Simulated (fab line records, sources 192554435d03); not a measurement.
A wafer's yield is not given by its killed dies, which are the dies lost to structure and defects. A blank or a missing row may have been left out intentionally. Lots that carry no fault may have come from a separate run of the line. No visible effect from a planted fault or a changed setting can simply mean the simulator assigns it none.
Which tool was responsible? ; flow n5_finfet ; at 1 step of a route of 1938, 11 lots with 33 wafers sampled

WHAT THE GAUGES SHOWED, per wafer
N5_SD_EPI_N_INSPECT_11: inspects for defects (macro). Usual: raw_defect_count 2.1, standard deviation 1.4.
lot;measured;on;raw_defect_count;flag
L233;day 3 01:31;defect_inspect-02;1 2 0;
L236;day 3 22:27;defect_inspect-02;3 1 3;
L237;day 4 02:15;defect_inspect-02;2 3 4;
L239;day 4 11:28;defect_inspect-01;6 4 3;
L240;day 4 19:00;defect_inspect-01;4 2 2;
L249;day 7 05:58;defect_inspect-02;2 1 0;
L250;day 7 19:19;defect_inspect-01;3 0 4;
L251;day 7 20:29;defect_inspect-02;2 1 2;
L252;day 8 09:27;defect_inspect-02;1 3 1;
L253;day 8 21:05;defect_inspect-02;3 2 5;
L255;day 8 23:40;defect_inspect-02;0 2 2;

WHICH TOOL RAN EACH LOT (tool, then ch and the chambers of the sampled wafers, then the start)
The record shows no process step preceding these readings.

WHAT THE TOOLS THEMSELVES READ (means of the sampled wafers that have a number; where no wafer has one, the mark that the record gives instead)
The record holds no such reading with a usual standard deviation.

THE ANSWER, worked out from the rows above alone
Rule: a lot counts as off when the mean over its wafers that have a number is more than 3 standard deviations away from the usual mean. A lot without any number at a reading at which 4 lots or more have one is off too. All remaining lots with rows at the step are treated as sound. First the gauges in route order, then the tools' own readings, where a lot's mean is used as printed above. At the first step where some lot is off, the reading lying furthest off is the one used; lots without a number count as furthest.
Across all readings shown, no lot is off: no conclusion can be drawn from this.

WHAT THE SIMULATOR HAD INSERTED
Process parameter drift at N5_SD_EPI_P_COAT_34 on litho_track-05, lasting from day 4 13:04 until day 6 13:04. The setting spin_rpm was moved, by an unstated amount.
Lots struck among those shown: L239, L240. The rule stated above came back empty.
